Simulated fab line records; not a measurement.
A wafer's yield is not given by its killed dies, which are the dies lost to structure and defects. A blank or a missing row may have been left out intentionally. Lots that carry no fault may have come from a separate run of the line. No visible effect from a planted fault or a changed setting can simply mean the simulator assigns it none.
A struck lot beside a sound one -- flow nand harc -- 15 out of 1302 route steps
Sound: these wafers, L305.3, L305.4, L305.5. Wafers L324.2, L324.4, L324.5 were the ones struck. The cause comes at the end.
Each step with rows lists, per side, the tool, then ch with its chambers, then its first start. Under that, the readings that differ: sound wafers -- struck wafers -- difference of the means -- sigmas: that difference in standard deviations of wafers without a fault.
alike: words and numbers the same on both sides, and readings whose means are apart by under 2 such deviations; not compared: readings that were withheld, readings missing a value for some wafer, numbers with overlapping values and no deviation given by the record, and bounds like >300 which may hide the same value.
The two part at a step that has a row with sigmas, a row that says differs or no value, or rows on one side only. Non-overlapping numbers with no deviation appear without sigmas and do not part them. A reading that every wafer of one side lacks parts them only if that side has two wafers or more.

NHARC_A_STAIRCASE_DESCUM_168: chemistry O2, time 3 s.
  sound on rie diel-09 ch 1,3, day 16 20:31; struck on rie diel-09 ch 0,1, day 24 14:45
  alike: drypump motor current A, oes product au, rf vpp V, showerhead plenum p Torr, throttle valve pct
  not compared: rf hours counter h
NHARC_A_STAIRCASE_ETCH_169: etches the open film in CH3F/O2, target depth 50 nm, time 107.1 s.
  sound on rie diel-09 ch 0,1,3, day 16 20:38; struck on rie diel-09 ch 1,2, day 24 14:51
reading,sound,struck,difference,sigmas
oes product au (a.u.),0.948 0.927 0.945,0.987 0.975 0.966,+0.036,+2
  alike: drypump motor current A, rf vpp V, showerhead plenum p Torr, throttle valve pct
  not compared: rf hours counter h
NHARC_A_STAIRCASE_ETCH_170: etches the open film in C4F6/O2, target depth 200 nm, time 66.667 s.
  sound: rie diel-09 ch 1,2,3; struck: rie diel-09 ch 1,3
  alike: drypump motor current A, oes product au, rf vpp V, showerhead plenum p Torr, throttle valve pct
  not compared: rf hours counter h
NHARC_A_STAIRCASE_STRIP_171: strips in O2.
  sound on plasma asher-01 ch 0,1, day 16 20:56; struck on plasma asher-02 ch 0, day 24 15:04
reading,sound,struck,difference,sigmas
drypump motor current A (A),6.4 6.7 6.4,5.1 5.1 5.1,-1.4,-2
  alike: heater power w
  not compared: rf hours counter h
then, 8 steps without rows for these wafers: NHARC_A_STAIRCASE_STRIP_172 (strips in SPM, time 900 s); NHARC_A_STAIRCASE_PRECLEAN_173 (cleans in SC1); NHARC_A_STAIRCASE_SRD_174; NHARC_A_STAIRCASE_DEHYDRATE_01 (time 120 s); NHARC_A_STAIRCASE_HMDS_02 (time 30 s); NHARC_A_STAIRCASE_COAT_03; NHARC_A_STAIRCASE_SOFTBAKE_04 (time 170 s); NHARC_A_STAIRCASE_EBR_05.
NHARC_A_STAIRCASE_EXPOSE_06: exposes mask STAIR.
  sound on krf scanner-03 ch 0, day 16 21:59; struck on krf scanner-01 ch 0, day 24 16:13
reading,sound,struck,difference,sigmas
exposure dose mJ cm2,25.393 25.413 25.423,21.656 21.693 21.702,-3.726,-99 or more
  alike: mask
then, 1 step without rows for these wafers: NHARC_A_STAIRCASE_PEB_07 (peb time 130 s).
-- the record jumps here: 9 days lie between the struck wafers' starts before and after (it left off in module A_STAIRCASE and takes up again in module END, whose first step shown is number 1302 of the route) --
NHARC_END_SORT_01:
  sound on prober-02 ch 0, day 25 13:29; struck on prober-01 ch 0, day 33 10:37
  alike: killed at array, killed at other, killed at periphery, killed dies, killed open, killed short

WHERE THEY PART
Earliest at NHARC_A_STAIRCASE_ETCH_169; latest, in this record, at NHARC_A_STAIRCASE_EXPOSE_06. Later steps at which nothing parts them and some readings are alike: NHARC_END_SORT_01.

WHY: what the simulator had put in
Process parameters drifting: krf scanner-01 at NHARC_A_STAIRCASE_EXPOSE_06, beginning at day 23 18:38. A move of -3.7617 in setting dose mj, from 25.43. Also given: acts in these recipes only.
